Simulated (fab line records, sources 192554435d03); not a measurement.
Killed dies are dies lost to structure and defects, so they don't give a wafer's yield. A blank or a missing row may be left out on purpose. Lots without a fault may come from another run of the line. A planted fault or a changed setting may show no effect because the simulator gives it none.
A struck lot beside a sound one | flow n5_finfet | 23 steps out of a route of 1938
Sound: wafers L945.1, L945.3, L945.5. Struck: wafers L952.3, L952.5, L952.6. The cause comes at the end.
At each step with rows: each side's tool, then ch and its chambers, then its first start. Under that, the readings that differ: sound wafers | struck wafers | difference of the means | sigmas: that difference in standard deviations of wafers without a fault.
alike: readings whose means differ by less than 2 such deviations, and words and numbers that are the same on both sides. not compared: withheld readings, readings that some wafer has no value for, bounds like >300 that may hide the same value, and numbers for which the record gives no deviation and whose values overlap.
The two part at a step that has a row with sigmas, a row that says differs or no value, or rows on one side only. Numbers that don't overlap but have no deviation are shown without sigmas and don't part them. A reading that every wafer of one side lacks parts them only if that side has two wafers or more.

first, 8 steps without rows for these wafers: N5_BEOL_M11_CVD_75 (deposits Co from CCTBA/H2, target thk 2 nm, time 138.9 s); N5_BEOL_M11_SPUTTER_48 (material Cu, target thk 12 nm, time 2 s); N5_BEOL_M11_ECD_50 (material Cu, target thk 318 nm); N5_BEOL_M11_ANNEAL_51 (time 90 s); N5_BEOL_M11_CMP_52 (polishes, stops on SiCOH lowk, t overpolish 7 s, target thk 140 nm); N5_BEOL_M11_PRE_CLEAN_55 (time 15 s); N5_BEOL_M11_DEP_56 (deposits SiCN from 3MS/NH3, target thk 30 nm, time 10.5 s); N5_BEOL_M12_ILD_DEP_00 (deposits SiOC from DEMS/O2, target thk 658.92 nm, time 130.7 s).
N5_BEOL_M12_COAT_58: time 60 s, resist thk 89 nm.
  sound on litho_track-05 ch 0, day 11 23:26; struck on litho_track-05 ch 0, day 12 23:19
  reading                                    | sound                | struck               | difference | sigmas
  spin_speed_rpm (rpm)                       | 1500.8 1498.8 1500.1 | 1719.1 1721.5 1720.0 | +220.3     | +99 or more
  model.BARC_of_BEOL_M12_COAT_58.thk_nm (nm) | 88.8 88.8 88.6       | 83.4 83.4 83.2       | -5.4       |
  alike: chill_plate_temp_C, plate_temp_C
then, 8 steps without rows for these wafers: N5_BEOL_M12_COAT_04 (resist thk 400 nm); N5_BEOL_M12_EBR_06; N5_BEOL_M12_SOFTBAKE_05 (time 60 s); N5_BEOL_M12_EXPOSE_07 (exposes mask V11); N5_BEOL_M12_PEB_08 (peb time 90 s); N5_BEOL_M12_DEVELOP_09 (develop time 45 s); N5_BEOL_M12_HARDBAKE_14 (time 120 s); N5_BEOL_M12_DESCUM_15 (chemistry O2, time 7.9 s).
N5_BEOL_M12_ETCH_59: etches BARC in N2/H2, target depth 89 nm, overetch 26.7 nm, time 67.9 s.
  sound on rie_diel-05 ch 0,1,2, day 11 23:50; struck on rie_diel-05 ch 2,3, day 12 23:42
  reading                  | sound            | struck            | difference | sigmas
  model.etch.depth_nm (nm) | 88.84 88.8 88.66 | 83.41 83.49 83.21 | -5.40      |
  alike: drypump_motor_current_A, n2_flow_sccm, oes_product_au, rf_vpp_V, showerhead_plenum_p_Torr, throttle_valve_pct
  not compared: rf_hours_counter_h
then, 2 steps without rows for these wafers: N5_BEOL_M12_VIA_ETCH_16 (etches SiOC in C4F8/O2/Ar, target depth 724.8 nm); N5_BEOL_M12_STRIP_63 (strips in N2/H2).
N5_BEOL_M12_STRIP_64: strips in N2/H2.
  sound on plasma_asher-01 ch 0,1, day 12 00:08; struck on plasma_asher-02 ch 0,1, day 13 00:02
  reading                      | sound             | struck            | difference | sigmas
  strip_time_to_endpoint_s (s) | 31.26 31.25 31.22 | 29.72 29.72 29.66 | -1.54      | -24
  alike: drypump_motor_current_A, heater_power_w, n2_flow_sccm, oes_product_au
  not compared: rf_hours_counter_h
then, 1 step without rows for these wafers: N5_BEOL_M12_STRIP_71 (strips in post etch residue remover, time 60 s).
N5_PASSIVATION_PROBE_49:
  the record has rows for the struck wafers here (prober-01, day 14 21:03) and none for the sound ones

WHERE THEY PART
First at N5_BEOL_M12_COAT_58; last, within this record, at N5_PASSIVATION_PROBE_49.

WHY: what the simulator had put in
Process parameter drift: litho_track-05, from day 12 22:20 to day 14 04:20, at N5_BEOL_M12_COAT_58. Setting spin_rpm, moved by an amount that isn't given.
